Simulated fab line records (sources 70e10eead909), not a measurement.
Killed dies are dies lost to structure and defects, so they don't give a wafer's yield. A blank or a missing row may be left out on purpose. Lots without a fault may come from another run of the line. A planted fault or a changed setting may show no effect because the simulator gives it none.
Matching of chambers :: flow nand-harc :: cmp-01 running NHARC_A_WL_FILL_CMP_12: 4 sister chambers
The step polishes, t overpolish 30 s, target thk 100 nm. 4 wafers are shown with their chamber, then 12 later ones without.

== WAFERS, EACH WITH ITS CHAMBER ==
wafer: L089.4
chamber: 2
motor-current-A (A): 10.8

wafer: L092.1
chamber: 1
motor-current-A (A): 12.8

wafer: L092.3
chamber: 0
motor-current-A (A): 12.0

wafer: L092.4
chamber: 3
motor-current-A (A): 11.4

== WAFERS MISSING THEIR CHAMBER ==
wafer: L093.1
motor-current-A (A): 12.2

wafer: L093.3
motor-current-A (A): 12.0

wafer: L093.4
motor-current-A (A): 10.0

wafer: L095.1
motor-current-A (A): 12.7

wafer: L095.4
motor-current-A (A): 12.2

wafer: L095.5
motor-current-A (A): 10.2

wafer: L097.3
motor-current-A (A): 12.7

wafer: L097.5
motor-current-A (A): 12.4

wafer: L097.6
motor-current-A (A): 11.4

wafer: L097.1
motor-current-A (A): 9.9

wafer: L097.2
motor-current-A (A): 11.6

wafer: L097.4
motor-current-A (A): 12.9

== WHICH CHAMBER EACH WENT THROUGH ==
wafer: L093.1
from the rows above: can't be placed: 0 or 1 or 3
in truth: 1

wafer: L093.3
from the rows above: can't be placed: 0 or 3 or 1
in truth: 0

wafer: L093.4
from the rows above: can't be placed: 2 or 3
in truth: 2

wafer: L095.1
from the rows above: can't be placed: 1 or 0
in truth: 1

wafer: L095.4
from the rows above: can't be placed: 0 or 1 or 3
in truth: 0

wafer: L095.5
from the rows above: can't be placed: 2 or 3
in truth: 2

wafer: L097.3
from the rows above: can't be placed: 1 or 0
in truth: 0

wafer: L097.5
from the rows above: can't be placed: 0 or 1 or 3
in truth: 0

wafer: L097.6
from the rows above: can't be placed: 3 or 0 or 2
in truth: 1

wafer: L097.1
from the rows above: can't be placed: 2 or 3
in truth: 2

wafer: L097.2
from the rows above: can't be placed: 3 or 0 or 2
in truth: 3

wafer: L097.4
from the rows above: can't be placed: 1 or 0
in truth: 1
Placed correctly: 0 of 12. Can't be placed from these rows: 12 (the true chamber is among the candidates in 11). Number placed wrongly: 0.
How it was worked out, from the rows above alone: a wafer's distance from a chamber is the root of the sum, over the readings, of the square of ((its reading less the chamber's mean) divided by the reading's scatter). If the next closest chamber is less than 2 further off than the closest, the wafer can't be placed; otherwise it belongs to the closest. Each chamber's mean is taken over the wafers shown for it. The scatter: with one shown wafer a chamber, the root of the mean of the squares of how far each hidden wafer lies from its nearest shown one.
